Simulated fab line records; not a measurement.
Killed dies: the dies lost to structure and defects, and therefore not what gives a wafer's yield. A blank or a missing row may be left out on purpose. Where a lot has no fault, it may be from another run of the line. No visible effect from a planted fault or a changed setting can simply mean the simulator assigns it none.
Matching of chambers -- flow n5_finfet -- N5_BEOL_M10_STRIP_19 on rie_diel-04 has 4 sister chambers
The step strips in O2. 4 wafers are shown with their chamber, then 10 later ones without.

## WAFERS, EACH WITH ITS CHAMBER
wafer,chamber,showerhead_plenum_p_Torr (Torr)
L085.5,2,2.07
L084.4,3,2.07
L088.1,1,2.14
L088.4,0,2.16

## WAFERS WHOSE CHAMBER IS MISSING
wafer,showerhead_plenum_p_Torr (Torr)
L088.5,2.14
L090.3,2.06
L090.4,2.14
L090.6,2.06
L092.1,2.06
L092.2,2.14
L092.3,2.06
L094.1,2.06
L094.4,2.15
L094.6,2.06

## THE CHAMBER EACH PASSED THROUGH
wafer,from the rows above,in truth
L088.5,1,1
L090.3,can't be placed: 2 or 3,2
L090.4,1,1
L090.6,can't be placed: 2 or 3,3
L092.1,can't be placed: 2 or 3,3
L092.2,1,1
L092.3,can't be placed: 2 or 3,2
L094.1,can't be placed: 2 or 3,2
L094.4,can't be placed: 1 or 0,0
L094.6,can't be placed: 2 or 3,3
Correctly placed: 3 of 10. Not placeable from these rows: 7 (in 7, the candidates include the true chamber). Wrongly placed: 0.
How it was worked out, from the rows above alone: a wafer's distance from a chamber is the root of the sum, over the readings, of the square of ((its reading less the chamber's mean) divided by the reading's scatter). If the next closest chamber is less than 2 further off than the closest, the wafer can't be placed; otherwise it belongs to the closest. A chamber's mean is the mean of its shown wafers. The scatter (one wafer shown for each chamber): square how far every hidden wafer sits from the nearest shown wafer, average those squares and take the square root.
